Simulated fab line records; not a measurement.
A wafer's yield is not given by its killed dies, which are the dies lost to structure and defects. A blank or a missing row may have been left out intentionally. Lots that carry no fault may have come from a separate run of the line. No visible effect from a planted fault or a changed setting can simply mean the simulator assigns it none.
Lot-split experiment :: flow n5Finfet :: 21 wafers read from 7 lots, route of 1938 steps

## ABOUT THE SPLIT
At N5_MOL_CONTACT_COAG_ALD_27 (deposits SiOC, target thk 17 nm, pulse time 1.5 s, time 2720 s), the setting aldCycles was moved away from the recipe's 340 on 6 of the 21 wafers read, by -14.1% to +14.7%. This setting was run at the recipe's value on the other wafers.

Reading taken at the split's own step.

## THE READING
SiOC_of_MOL_CONTACT_COAG_ALD_27.thkNm (the simulator's own value, which no gauge read), in nm, at N5_MOL_CONTACT_COAG_ALD_27 (deposits SiOC, target thk 17 nm, pulse time 1.5 s, time 2720 s). There is no usual value for it anywhere in the file.

wafer: L075.1
tool, chamber at the split: aldSin-01, 2,1,0
aldCycles as run: 340
against the recipe: recipe
SiOC_of_MOL_CONTACT_COAG_ALD_27.thkNm, nm: 17
against lot-mates on the recipe: -

wafer: L075.2
tool, chamber at the split: aldSin-01, 2,1,0
aldCycles as run: 340
against the recipe: recipe
SiOC_of_MOL_CONTACT_COAG_ALD_27.thkNm, nm: 17
against lot-mates on the recipe: -

wafer: L075.3
tool, chamber at the split: aldSin-01, 2,1,0
aldCycles as run: 340
against the recipe: recipe
SiOC_of_MOL_CONTACT_COAG_ALD_27.thkNm, nm: 17
against lot-mates on the recipe: -

wafer: L076.1
tool, chamber at the split: aldSin-03, 0,0,1
aldCycles as run: 340
against the recipe: recipe
SiOC_of_MOL_CONTACT_COAG_ALD_27.thkNm, nm: 17
against lot-mates on the recipe: -

wafer: L076.4
tool, chamber at the split: aldSin-03, 0,0,1
aldCycles as run: 340
against the recipe: recipe
SiOC_of_MOL_CONTACT_COAG_ALD_27.thkNm, nm: 17
against lot-mates on the recipe: -

wafer: L076.5
tool, chamber at the split: aldSin-03, 0,0,1
aldCycles as run: 340
against the recipe: recipe
SiOC_of_MOL_CONTACT_COAG_ALD_27.thkNm, nm: 17
against lot-mates on the recipe: -

wafer: L085.1
tool, chamber at the split: aldSin-01, 0,2
aldCycles as run: 366
against the recipe: +7.6%
SiOC_of_MOL_CONTACT_COAG_ALD_27.thkNm, nm: 18.2
against lot-mates on the recipe: +1.2

wafer: L085.6
tool, chamber at the split: aldSin-01, 0,2
aldCycles as run: 366
against the recipe: +7.6%
SiOC_of_MOL_CONTACT_COAG_ALD_27.thkNm, nm: 18.2
against lot-mates on the recipe: +1.2

wafer: L085.3
tool, chamber at the split: aldSin-01, 3
aldCycles as run: 340
against the recipe: recipe
SiOC_of_MOL_CONTACT_COAG_ALD_27.thkNm, nm: 17
against lot-mates on the recipe: -

wafer: L087.1
tool, chamber at the split: aldSin-01, 0,3
aldCycles as run: 340
against the recipe: recipe
SiOC_of_MOL_CONTACT_COAG_ALD_27.thkNm, nm: 17
against lot-mates on the recipe: -

wafer: L087.2
tool, chamber at the split: aldSin-01, 0,3
aldCycles as run: 340
against the recipe: recipe
SiOC_of_MOL_CONTACT_COAG_ALD_27.thkNm, nm: 17
against lot-mates on the recipe: -

wafer: L087.3
tool, chamber at the split: aldSin-01, 1
aldCycles as run: 317
against the recipe: -6.8%
SiOC_of_MOL_CONTACT_COAG_ALD_27.thkNm, nm: 15.8
against lot-mates on the recipe: -1.2

wafer: L089.4
tool, chamber at the split: aldSin-01, 3,3,2
aldCycles as run: 340
against the recipe: recipe
SiOC_of_MOL_CONTACT_COAG_ALD_27.thkNm, nm: 17
against lot-mates on the recipe: -

wafer: L089.5
tool, chamber at the split: aldSin-01, 3,3,2
aldCycles as run: 340
against the recipe: recipe
SiOC_of_MOL_CONTACT_COAG_ALD_27.thkNm, nm: 17
against lot-mates on the recipe: -

wafer: L089.6
tool, chamber at the split: aldSin-01, 3,3,2
aldCycles as run: 340
against the recipe: recipe
SiOC_of_MOL_CONTACT_COAG_ALD_27.thkNm, nm: 17
against lot-mates on the recipe: -

wafer: L090.1
tool, chamber at the split: aldSin-03, 1,2
aldCycles as run: 340
against the recipe: recipe
SiOC_of_MOL_CONTACT_COAG_ALD_27.thkNm, nm: 17
against lot-mates on the recipe: -

wafer: L090.2
tool, chamber at the split: aldSin-03, 1,2
aldCycles as run: 340
against the recipe: recipe
SiOC_of_MOL_CONTACT_COAG_ALD_27.thkNm, nm: 17
against lot-mates on the recipe: -

wafer: L090.5
tool, chamber at the split: aldSin-03, 3
aldCycles as run: 292
against the recipe: -14.1%
SiOC_of_MOL_CONTACT_COAG_ALD_27.thkNm, nm: 14.6
against lot-mates on the recipe: -2.4

wafer: L091.3
tool, chamber at the split: aldSin-04, 2,1
aldCycles as run: 390
against the recipe: +14.7%
SiOC_of_MOL_CONTACT_COAG_ALD_27.thkNm, nm: 19.6
against lot-mates on the recipe: +2.6

wafer: L091.5
tool, chamber at the split: aldSin-04, 2,1
aldCycles as run: 390
against the recipe: +14.7%
SiOC_of_MOL_CONTACT_COAG_ALD_27.thkNm, nm: 19.6
against lot-mates on the recipe: +2.6

wafer: L091.4
tool, chamber at the split: aldSin-04, 3
aldCycles as run: 340
against the recipe: recipe
SiOC_of_MOL_CONTACT_COAG_ALD_27.thkNm, nm: 17
against lot-mates on the recipe: -
Where a row lists several chambers, the file gives one row for several wafers and doesn't say which wafer went through which chamber.

FIT RESULTS
A straight line over all 21 wafers: SiOC_of_MOL_CONTACT_COAG_ALD_27.thkNm changes by +0.172 nm for each +1% of aldCycles; r = +1.00; the points scatter about the line by 0.045 nm.
The same after taking each lot's own level away (the mean of its wafers on the recipe; 21 wafers): +0.172 nm for each +1%; r = +1.00; scatter 0.045 nm.
According to that fit, moving aldCycles by its largest amount changes the reading by 2.5 nm.
The lots' own levels span 17.00 to 17.00 nm.
The two slopes are in agreement: the lot-to-lot level therefore moves the slope only a little.
Check: with one of the wafers moved furthest among these (+14.7%) left out of the fit, the line predicts +2.5 nm for it against its lot-mates. It came out at +2.6 nm against them.

## OTHER SPLITS ON THESE WAFERS
Other splits were also applied to these wafers ahead of the reading. Each is held against what the fit with the lots' levels taken away leaves over:
other split on the same wafers: N5_SD_EPI_P_EPI_21 epiGrowthTimeS
wafers away from the commonest value: 10
r with SiOC_of_MOL_CONTACT_COAG_ALD_27.thkNm (lot level and that fit taken away): +0.30

other split on the same wafers: N5_MOL_CONTACT_COAG_EXPOSE_05 doseMj
wafers away from the commonest value: 7
r with SiOC_of_MOL_CONTACT_COAG_ALD_27.thkNm (lot level and that fit taken away): +0.01

## FILE'S OWN FIT
SiOC_of_MOL_CONTACT_COAG_ALD_27.thkNm changes by +0.172 nm for each +1% of aldCycles, r = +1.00.
